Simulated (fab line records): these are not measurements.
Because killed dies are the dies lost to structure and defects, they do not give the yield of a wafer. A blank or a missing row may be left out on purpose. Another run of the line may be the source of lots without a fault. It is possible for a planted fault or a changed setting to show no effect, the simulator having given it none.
Matching of chambers / flow n5Finfet / N5_MOL_CONTACT_COAG_CMP_28 on cmp-03 has 4 sister chambers
The step polishes, stops on SiNx, t overpolish 0.85 s, target thk 14.522 nm. 8 wafers are shown with their chamber, then 8 later ones without.

## WAFERS PAIRED WITH THEIR CHAMBERS
wafer=L081.3; chamber=2; motorCurrentA (A)=12.0; timeToEndpointS (s)=8.6
wafer=L089.1; chamber=1; motorCurrentA (A)=11.7; timeToEndpointS (s)=3.6
wafer=L089.3; chamber=3; motorCurrentA (A)=12.0; timeToEndpointS (s)=3.1
wafer=L089.4; chamber=0; motorCurrentA (A)=14.2; timeToEndpointS (s)=3.8
wafer=L091.1; chamber=1; motorCurrentA (A)=13.0; timeToEndpointS (s)=4.7
wafer=L091.4; chamber=2; motorCurrentA (A)=12.0; timeToEndpointS (s)=6.4
wafer=L091.5; chamber=3; motorCurrentA (A)=11.8; timeToEndpointS (s)=4.3
wafer=L094.1; chamber=0; motorCurrentA (A)=14.0; timeToEndpointS (s)=3.7

## WAFERS WITHOUT THEIR CHAMBER
wafer=L094.2; motorCurrentA (A)=12.0; timeToEndpointS (s)=2.8
wafer=L094.6; motorCurrentA (A)=14.4; timeToEndpointS (s)=2.2
wafer=L095.3; motorCurrentA (A)=14.0; timeToEndpointS (s)=2.1
wafer=L095.5; motorCurrentA (A)=12.0; timeToEndpointS (s)=2.8
wafer=L095.6; motorCurrentA (A)=13.3; timeToEndpointS (s)=4.0
wafer=L096.1; motorCurrentA (A)=12.3; timeToEndpointS (s)=1.5
wafer=L096.4; motorCurrentA (A)=13.4; timeToEndpointS (s)=2.7
wafer=L096.6; motorCurrentA (A)=14.6; timeToEndpointS (s)=3.0

## EACH ONE'S CHAMBER
wafer=L094.2; from the rows above=can't be placed: 3 or 1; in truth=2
wafer=L094.6; from the rows above=0; in truth=0
wafer=L095.3; from the rows above=0; in truth=0
wafer=L095.5; from the rows above=can't be placed: 3 or 1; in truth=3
wafer=L095.6; from the rows above=can't be placed: 0 or 1 or 3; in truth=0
wafer=L096.1; from the rows above=can't be placed: 3 or 1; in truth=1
wafer=L096.4; from the rows above=can't be placed: 0 or 1 or 3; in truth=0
wafer=L096.6; from the rows above=0; in truth=0
Correct placement for 3 of the 8. These rows do not allow placing 5 (true chamber among the candidates in 4). Number placed wrongly: 0.
How it was worked out, from the rows above alone: a wafer's distance from a chamber is the root of the sum, over the readings, of the square of ((its reading less the chamber's mean) divided by the reading's scatter). If the next closest chamber is less than 2 further off than the closest, the wafer can't be placed; otherwise it belongs to the closest. For every chamber, the mean is computed from those of its wafers that are shown. The scatter: take each reading less its chamber's mean, square it, sum over the shown wafers, divide by the number of wafers less the number of chambers, and take the root.
